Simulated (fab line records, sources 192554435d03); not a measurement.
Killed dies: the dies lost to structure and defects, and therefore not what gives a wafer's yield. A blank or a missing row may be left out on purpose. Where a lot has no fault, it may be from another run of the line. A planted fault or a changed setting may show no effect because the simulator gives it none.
fab line records	flow n5_finfet
[record] lots = 6	wafers = 18	last_day = 18
route steps=1938 shown HKMG_FIN@391 BEOL_M4@1111 PASSIVATION@1936
lots with no fault: from the same line, run without faults
start_h: hours from the record's first day to the start of the lot's first wafer shown	wait_h: hours since the lot's step before	" repeats the value in the row above	L1.1+2: one row covering several wafers at once	- either no value or no given start	* or withheld: withheld	< > ~ a bound
route shown NAME@n: names a module that has steps shown in the file, with the first one's number in the route	usual: mean and standard deviation over wafers with no fault	same: alike in all rows	chamber/n: place in a boat	sites: readings site by site	_std_site: how widely they spread, as a standard deviation	_edge_site: the outer-site mean with the inner-site mean subtracted	radius_mm: for every site, how far away it sits from the centre of the wafer	mask NAME#n: copy n	behind: the last tool/chamber to shape the wafer	hold: why the lot was held/for how many hours/how that ended	device: transistor that didn't switch, given as n, p or np	end of line: at the end of the route, the tests of the same wafers	a step given without rows: its recipe and nothing more	killed: count of dies lost to structure and defects at first sort (not the wafer's yield)	map: a wafer's dies, marking killed ones x, the rest . and places with no die _
set.NAME: the setting the step ran with; set.NAME@STEP: the setting that earlier step ran with	model.NAME: the simulator's own value behind a step, which no gauge read
a table for each step, a row for each wafer; lots at some steps of the route
services: from which hour (start_h, from the record's first day; less than 0 if before it) a tool's chamber was out of use, for how many hours, and why
[[steps]]
[step N5_HKMG_FIN_COAT_42]
[recipe] resist = SiARC	temp_c = 220	time_s = 60	spin_rpm = 1500	resist_thk_nm = 35
[step N5_HKMG_FIN_COAT_43]
[recipe] resist = CAR-ArF	spin_rpm = 1500	resist_thk_nm = 90
[step N5_HKMG_FIN_EBR_45]
[recipe] solvent = PGMEA	ebr_width_mm = 1.5
[step N5_HKMG_FIN_SOFTBAKE_44]
[recipe] temp_c = 110	time_s = 60	resist = CAR-ArF
[step N5_HKMG_FIN_EXPOSE_46]
[recipe] mask_id = NDIPOLE	na = 1.35	source_shape = conventional	sigma_outer = 0.8	polarization = unpolarized	dose_mj = 40
[step N5_HKMG_FIN_PEB_47]
[recipe] peb_temp_c = withheld	peb_time_s = 60	resist = CAR-ArF
[step N5_HKMG_FIN_DEVELOP_48]
[recipe] develop_time_s = 30	developer = TMAH	resist = CAR-ArF	rinse_liquid = diw	dry = air_spin	dev_temp_c = 23
[step N5_HKMG_FIN_CD_MEAS_49]
[recipe] target_cd_nm = 202	landing_energy_ev = 500	detector = se_inlens	polarity = opening
[usual] cd_nm = 202.6/0.82
lot.wafer	tool	chamber	start_h	wait_h	cd_nm
L584.1	cd_sem-02	0	88.60	-	203.3
L584.2	"	0	"	"	201.2
L584.5	"	0	"	"	203.1
L586.1	cd_sem-01	0	101.79	-	203.2
L586.2	"	0	"	"	201.5
L586.3	"	0	"	"	200.5
L589.2	cd_sem-01	0	123.79	-	202.4
L589.3	"	0	"	"	203.0
L589.5	"	0	"	"	201.2
L593.1	cd_sem-03	0	145.67	-	202.5
L593.4	"	0	"	"	202.3
L593.5	"	0	"	"	203.3
L602.1	cd_sem-03	0	196.11	-	203.4
L602.5	"	0	"	"	203.7
L602.6	"	0	"	"	203.8
L604.1	cd_sem-03	0	213.32	-	202.9
L604.3	"	0	"	"	203.3
L604.5	"	0	"	"	202.7
[step N5_HKMG_FIN_OVL_MEAS_50]
[recipe] points_per_wafer = 44
[usual] NDIPOLE_OVL = 0.2/0.79
lot.wafer	tool	chamber	start_h	wait_h	NDIPOLE_OVL[nm]
L584.1	overlay-01	0	88.63	0.0	-0.5
L584.2	"	0	"	"	-0.5
L584.5	"	0	"	"	-0.4
L586.1	overlay-02	0	101.82	0.0	2.2
L586.2	"	0	"	"	1.0
L586.3	"	0	"	"	1.7
L589.2	overlay-02	0	123.82	0.0	-0.8
L589.3	"	0	"	"	-0.4
L589.5	"	0	"	"	0.9
L593.1	overlay-02	0	145.70	0.0	0.3
L593.4	"	0	"	"	0.8
L593.5	"	0	"	"	-0.2
L602.1	overlay-01	0	196.14	0.0	0.1
L602.5	"	0	"	"	0.1
L602.6	"	0	"	"	1.2
L604.1	overlay-01	0	213.35	0.0	0.1
L604.3	"	0	"	"	-1.4
L604.5	"	0	"	"	-0.6
[step N5_HKMG_FIN_INSPECT_61]
[recipe] mode = adi	inspect_instrument = macro
[usual] raw_defect_count = 2.0/1.3
lot.wafer	tool	chamber	start_h	wait_h	raw_defect_count
L584.1	defect_inspect-02	-	88.65	0.0	4
L584.2	"	-	"	"	2
L584.5	"	-	"	"	0
L586.1	defect_inspect-01	-	101.84	0.0	2
L586.2	"	-	"	"	3
L586.3	"	-	"	"	1
L589.2	defect_inspect-01	-	123.85	0.0	5
L589.3	"	-	"	"	1
L589.5	"	-	"	"	1
L593.1	defect_inspect-02	-	145.73	0.0	0
L593.4	"	-	"	"	5
L593.5	"	-	"	"	3
L602.1	defect_inspect-01	-	196.17	0.0	0
L602.5	"	-	"	"	4
L602.6	"	-	"	"	0
L604.1	defect_inspect-02	-	213.38	0.0	3
L604.3	"	-	"	"	2
L604.5	"	-	"	"	2
[step N5_HKMG_FIN_DESCUM_53]
[recipe] chemistry = O2	time_s = 7.9	source_power_w = 50	bias_power_w = 20	pressure_mtorr = 20	rf_frequency_hz = 2.712e+07	temp_c = 40	resist = CAR-ArF	o2_flow_sccm = 225
[usual] drypump_motor_current_A = 5.7/0.44	oes_product_au = 0.78/0.094	rf_fwd_power_W = 49.48/0.19	rf_vpp_V = 243.1/1.5	showerhead_plenum_p_Torr = 2.09/0.1	throttle_valve_pct = 20.43/0.24
lot.wafer	tool	chamber	start_h	wait_h	drypump_motor_current_A	oes_product_au	rf_fwd_power_W	rf_hours_counter_h	rf_vpp_V	showerhead_plenum_p_Torr	throttle_valve_pct
L584.1	rie_diel-05	2	88.73	0.1	6.3	0.78	49.18	145	242.2	2.01	20.14
L584.2	"	0	"	"	5.8	0.67	49.61	240	242.5	2.08	20.80
L584.5	"	3	"	"	6.0	0.87	49.35	-	244.6	2.22	20.24
L586.1	rie_diel-03	3	101.88	0.0	5.3	0.73	49.55	179	243.3	2.08	20.37
L586.2	"	2	"	"	5.2	0.83	49.12	95	242.6	1.99	20.12
L586.3	"	0	"	"	5.5	0.94	49.41	14	245.9	2.27	20.39
L589.2	rie_diel-03	0	124.29	0.4	5.5	0.91	49.27	23	246.1	2.27	20.38
L589.3	"	3	"	"	5.4	0.71	49.17	188	244.7	2.07	20.39
L589.5	"	2	"	"	5.2	0.80	49.33	-	242.1	1.99	20.13
L593.1	rie_diel-03	1	145.91	0.2	6.0	0.78	49.33	121	242.8	2.02	20.74
L593.4	"	0	"	"	5.5	0.90	49.47	32	245.3	2.27	20.40
L593.5	"	1	"	"	6.1	0.79	49.33	-	240.9	2.02	20.74
L602.1	rie_diel-05	0	196.20	0.0	5.8	0.94	49.43	18	242.6	2.07	20.39
L602.5	"	3	"	"	6.0	0.81	49.39	-	245.6	2.20	20.34
L602.6	"	2	"	"	6.3	0.75	49.22	-	240.0	1.99	20.20
L604.1	rie_diel-04	1	213.41	0.0	4.9	0.70	49.37	201	241.4	1.99	20.60
L604.3	"	0	"	"	5.5	0.93	49.47	26	243.8	2.16	20.21
L604.5	"	0	"	"	5.5	0.94	49.65	-	244.2	2.16	20.20
[step N5_HKMG_FIN_ETCH_54]
[recipe] chemistry = CF4	target = SiARC	target_depth_a = 455	mask_material = CAR-ArF	time_s = 75.8	ion_energy_ev = 80	pressure_mtorr = 40	source_w = 545	bias_w = 36	Ar_flow_sccm = 100	cf4_flow_sccm = 100	ends = cleared
[usual] bias_w = 36.00/0.11	drypump_motor_current_A = 5.7/0.44	etch_rf_on_time_s = 75/3.1	mfc_ar_sccm = 100.0/0.3	oes_product_au = 0.68/0.083	rf_fwd_power_W = 539.9/2	rf_vpp_V = 183.9/1.3	showerhead_plenum_p_Torr = 2.13/0.09	throttle_valve_pct = 15.58/0.25
lot.wafer	tool	chamber	start_h	wait_h	bias_w	drypump_motor_current_A	etch_rf_on_time_s	mfc_ar_sccm	oes_product_au	rf_fwd_power_W	rf_hours_counter_h	rf_vpp_V	showerhead_plenum_p_Torr	throttle_valve_pct
L584.1	rie_diel-05	2	88.77	0.0	35.96	6.3	76	100.4	0.65	536.8	145	183.3	2.06	15.43
L584.2	"	0	"	"	36.02	5.8	80	100.2	0.56	541.6	240	184.2	2.09	15.71
L584.5	"	3	"	"	35.96	6.0	73	99.2	0.74	540.1	-	185.0	2.26	15.37
L586.1	rie_diel-03	3	101.91	0.0	35.90	5.4	74	99.9	0.64	538.4	179	185.3	2.14	15.76
L586.2	"	2	"	"	36.05	5.1	73	100.0	0.70	537.7	95	182.3	2.08	15.52
L586.3	"	0	"	"	36.06	5.5	71	100.4	0.81	539.6	14	185.2	2.28	15.23
L589.2	rie_diel-03	0	124.32	0.0	35.95	5.5	70	100.6	0.81	542.0	23	185.2	2.28	15.25
L589.3	"	3	"	"	35.87	5.3	74	99.9	0.63	540.9	188	184.0	2.14	15.78
L589.5	"	2	"	"	36.22	5.2	73	100.2	0.70	538.4	-	181.7	2.07	15.53
L593.1	rie_diel-03	1	145.94	0.0	36.19	6.0	74	99.9	0.66	542.2	121	184.3	2.08	15.93
L593.4	"	0	"	"	36.06	5.5	70	100.6	0.78	540.6	32	185.2	2.27	15.27
L593.5	"	1	"	"	35.97	6.0	73	100.2	0.67	539.7	-	183.6	2.08	15.94
L602.1	rie_diel-05	0	196.24	0.0	36.03	5.8	76	99.8	0.79	541.6	18	184.2	2.08	15.24
L602.5	"	3	"	"	35.97	5.9	74	99.8	0.70	536.6	-	183.4	2.24	15.47
L602.6	"	2	"	"	35.91	6.3	75	100.5	0.63	536.8	-	182.8	2.05	15.52
L604.1	rie_diel-04	1	213.45	0.0	35.95	4.9	80	99.3	0.59	540.7	201	182.9	2.05	15.89
L604.3	"	0	"	"	35.95	5.5	70	99.7	0.82	538.4	26	185.0	2.16	15.08
L604.5	"	0	"	"	35.95	5.5	70	99.9	0.83	541.2	-	184.4	2.16	15.08
[step N5_HKMG_FIN_ETCH_55]
[recipe] chemistry = N2/H2	target = SOC	target_depth_a = 2400	temp_c = 40	time_s = 300	ion_energy_ev = 200	mask_material = SiARC	pressure_mtorr = 30	source_w = 840	bias_w = 150	n2_flow_sccm = 200	h2_flow_sccm = 200
[usual] bias_w = 150.1/0.48	drypump_motor_current_A = 5.7/0.44	oes_product_au = 0.79/0.1	rf_fwd_power_W = 838.2/2.4	rf_vpp_V = 523/3.1	showerhead_plenum_p_Torr = 2.53/0.12	throttle_valve_pct = 17.79/0.18
lot.wafer	tool	chamber	start_h	wait_h	bias_w	drypump_motor_current_A	oes_product_au	rf_fwd_power_W	rf_hours_counter_h	rf_vpp_V	showerhead_plenum_p_Torr	throttle_valve_pct	model.SiARC_of_HKMG_FIN_COAT_42.thk_nm
L584.1	rie_diel-05	2	88.83	0.0	149.7	6.3	0.77	836.1	145	523	2.46	17.74	20.6
L584.2	"	0	"	"	149.6	5.8	0.67	838.1	240	524	2.49	17.99	21.6
L584.5	"	3	"	"	149.7	6.0	0.89	837.1	-	528	2.72	17.77	20.4
L586.1	rie_diel-03	3	101.97	0.0	150.7	5.3	0.74	835.9	179	525	2.53	17.89	20.8
L586.2	"	2	"	"	150.6	5.2	0.85	836.0	95	522	2.46	17.71	19.8
L586.3	"	0	"	"	150.3	5.5	0.96	835.9	14	528	2.71	17.43	20.2
L589.2	rie_diel-03	0	124.38	0.0	163.8	5.5	0.97	837.7	23	559	2.70	17.45	18.2
L589.3	"	3	"	"	164.7	5.4	0.75	837.9	188	553	2.53	17.91	19.2
L589.5	"	2	"	"	164.0	5.2	0.84	834.4	-	551	2.46	17.74	18.8
L593.1	rie_diel-03	1	146.00	0.0	163.5	6.1	0.81	833.1	121	550	2.42	17.85	19
L593.4	"	0	"	"	163.8	5.5	0.97	835.5	32	559	2.70	17.46	18.2
L593.5	"	1	"	"	163.7	6.1	0.81	839.7	-	550	2.42	17.86	19
L602.1	rie_diel-05	0	196.29	0.0	150.4	5.8	0.93	842.5	19	523	2.47	17.55	21.2
L602.5	"	3	"	"	149.8	5.9	0.82	837.6	-	526	2.70	17.84	20.8
L602.6	"	2	"	"	150.5	6.3	0.74	835.7	-	521	2.45	17.82	20.8
L604.1	rie_diel-04	1	213.50	0.0	150.1	4.9	0.68	836.1	201	520	2.42	18.00	21.8
L604.3	"	0	"	"	150.4	5.5	0.96	838.6	26	525	2.60	17.55	20.4
L604.5	"	0	"	"	150.2	5.5	0.95	839.4	-	525	2.60	17.57	20.6
[step N5_HKMG_FIN_STRIP_56]
[recipe] chemistry = N2/H2	temp_c = 40	n2_flow_sccm = 200	h2_flow_sccm = 200	rf_frequency_hz = 6e+07
[step N5_BEOL_M4_RC_MEAS_101]
[usual] DIBL_N = 35.0/2.4	DIBL_P = 35.4/2.8	IOFF_N = 0.14/0.045	IOFF_P = 0.20/0.048	ION_N = 667/19	ION_P = 460/11	SS_N = 71.2/0.71	SS_P = 73.1/0.86	VT_N = 252/4.6	VT_P = -251/3.4
lot.wafer	tool	chamber	start_h	wait_h	DIBL_N[mV/V]	DIBL_P[mV/V]	IOFF_N[nA/um]	IOFF_P[nA/um]	ION_N[uA/um]	ION_P[uA/um]	SS_N[mV/dec]	SS_P[mV/dec]	VT_N[mV]	VT_P[mV]
L584.1	prober-02	0	181.94	0.0	36.4	37.0	0.16	0.22	672	459	71.9	74.2	247	-251
L584.2	"	0	"	"	35.0	35.7	0.15	0.20	681	469	70.7	72.5	252	-249
L584.5	"	0	"	"	33.6	33.9	0.13	0.18	684	464	70.4	73.1	249	-251
L586.1	prober-02	0	195.73	0.0	34.9	35.8	0.16	0.21	684	469	71.4	73.3	249	-248
L586.2	"	0	"	"	35.5	35.6	0.18	0.22	697	476	70.5	73.4	247	-249
L586.3	"	0	"	"	33.9	34.2	0.15	0.19	687	471	70.2	73.1	249	-249
L589.2	prober-02	0	222.28	0.2	34.8	34.8	0.12	0.18	645	443	71.6	73.2	253	-252
L589.3	"	0	"	"	30.9	31.4	0.09	0.14	647	458	70.6	71.2	258	-252
L589.5	"	0	"	"	34.4	35.5	0.13	0.18	666	461	70.8	72.9	252	-251
L593.1	prober-02	0	238.73	0.0	33.7	34.7	0.12	0.18	647	454	71.2	72.9	253	-249
L593.4	"	0	"	"	35.5	36.1	0.15	0.21	654	456	72.0	73.1	250	-251
L593.5	"	0	"	"	32.2	33.2	0.10	0.17	639	444	70.7	72.7	258	-252
L602.1	prober-02	0	283.67	0.0	32.4	32.4	0.09	0.14	633	442	70.3	71.4	261	-255
L602.5	"	0	"	"	38.1	40.2	0.18	0.25	683	473	72.2	74.4	248	-250
L602.6	"	0	"	"	36.0	37.3	0.14	0.20	685	469	71.5	73.2	254	-253
L604.1	prober-01	0	311.26	0.0	38.3	40.4	0.22	0.30	695	475	71.2	74.0	247	-246
L604.3	"	0	"	"	33.8	34.3	0.12	0.17	655	451	70.8	72.2	256	-253
L604.5	"	0	"	"	36.6	38.4	0.18	0.25	695	475	71.8	74.2	247	-248
[step N5_PASSIVATION_PROBE_49]
[usual] defect_limited_yield = 91.7/1.4	killed_at_M0_to_M3 = 32/9.7	killed_at_M4_up = 14/5.5	killed_at_contacts = 13/6.1	killed_at_front_end = 35/10	killed_at_other = 4.2/2.9	killed_dies = 98/17	killed_open = 63/12	killed_short = 32/7.7	sort_bin_5_function = 4.8/0.9	sort_bin_6_memory = 3.1/0.63	sort_bin_8_speed = 1/3.3	sort_n_pass = 1073/41	sort_yield_pct = 91/3.5
[same] gross_dies = 1180	killed_at_back_side = 0	sort_bin_4_leakage[%] = 0
lot.wafer	tool	chamber	start_h	wait_h	defect_limited_yield[%]	killed_at_M0_to_M3	killed_at_M4_up	killed_at_contacts	killed_at_front_end	killed_at_other	killed_dies	killed_open	killed_short	sort_bin_5_function[%]	sort_bin_6_memory[%]	sort_bin_8_speed[%]	sort_n_pass	sort_yield_pct[%]
L589.2	prober-02	-	324.16	0.1	91.0	25	13	31	29	8	106	62	43	5.5	3.1	0	1071	91
L589.3	prober-02	-	324.21	0.1	93.3	21	13	17	26	2	79	57	21	4.3	2.2	0	1101	93
L589.5	prober-02	-	324.31	0.2	93.9	20	10	16	25	1	72	45	25	3.3	2.5	0	1108	94
// killed by level:class
L589.2 MOL_CONTACT_COAG:geometric_particle:open=25 FIN_SAQP:geometric_particle:short=11 BEOL_M0_SAQP:geometric_particle:short=8 GATE_CUT:geometric_particle:open=6 MOL_CONTACT_COAG:geometric_particle:short=6 BEOL_M2:geometric_particle:open=6 GATE_CUT:geometric_particle:short=5 MIM_TOP_ETCH:geometric_particle:short=5
L589.3 MOL_CONTACT_COAG:geometric_particle:open=13 FIN_SAQP:geometric_particle:open=8 BEOL_M2:geometric_particle:open=7 BEOL_M4:geometric_particle:open=6 STI_FIN_REVEAL:geometric_particle:open=5 FIN_SAQP:geometric_particle:short=4 BEOL_M0_SAQP:geometric_particle:open=4 STI_FIN_REVEAL:geometric_particle:short=3
L589.5 MOL_CONTACT_COAG:geometric_particle:open=15 BEOL_M2:geometric_particle:open=8 GATE_CUT:geometric_particle:short=7 STI_FIN_REVEAL:geometric_particle:open=6 BEOL_M0_SAQP:geometric_particle:short=5 BEOL_M5:geometric_particle:open=5 FIN_SAQP:geometric_particle:short=4 BEOL_M4:geometric_particle:open=3
[[services]]
tool	chamber	start_h	hours	kind
rie_diel-03	2	66.09	10.9	repair
rie_diel-04	2	79.40	6.3	repair
rie_diel-03	1	106.97	6.5	repair
rie_diel-04	1	122.19	9.0	repair
rie_diel-05	0	125.61	4.7	repair
rie_diel-05	0	130.41	-	clean
rie_diel-05	0	130.41	-	consumable_replace:focus_ring
rie_diel-05	0	130.41	26.4	scheduled_down
rie_diel-05	0	130.41	26.4	vent_cycle
rie_diel-04	0	131.49	-	clean
rie_diel-04	0	131.49	-	consumable_replace:focus_ring
rie_diel-04	0	131.49	13.1	scheduled_down
rie_diel-04	0	131.49	13.1	vent_cycle
rie_diel-05	1	160.41	-	clean
rie_diel-05	1	160.41	-	consumable_replace:focus_ring
rie_diel-05	1	160.41	-	consumable_replace:showerhead
rie_diel-05	1	160.41	34.7	scheduled_down
rie_diel-05	1	160.41	34.7	vent_cycle
rie_diel-04	3	174.86	-	clean
rie_diel-04	3	174.86	-	consumable_replace:focus_ring
rie_diel-04	3	174.86	-	consumable_replace:showerhead
rie_diel-04	3	174.86	20.3	scheduled_down
rie_diel-04	3	174.86	20.3	vent_cycle
rie_diel-04	2	201.91	1.7	repair
[[key]]
[first_sign] step = N5_HKMG_FIN_ETCH_55	reading = bias_w	direction = up	sigmas = 29	usual = *	struck = *
[effect] step = N5_HKMG_FIN_ETCH_55	reading = rf_vpp_V	direction = up	sigmas = 9.7	usual = 523	struck = 554
[model_effect] step = N5_HKMG_FIN_ETCH_55	value = SiARC_of_HKMG_FIN_COAT_42.thk_nm	without = 20.37	struck = 18.73
met_at N5_HKMG_FIN_ETCH_55
struck_wafers L589.2,L589.3,L589.5,L593.1,L593.4,L593.5
onset_between 101.97 124.38
[fault] kind = process_parameter_drift	tool = rie_diel-03	chamber = -	onset_h = 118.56	steps = N5_HKMG_FIN_ETCH_55	channel = bias_w	offset = *	shape = step	end_h = 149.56	acts_in = *	stated = *
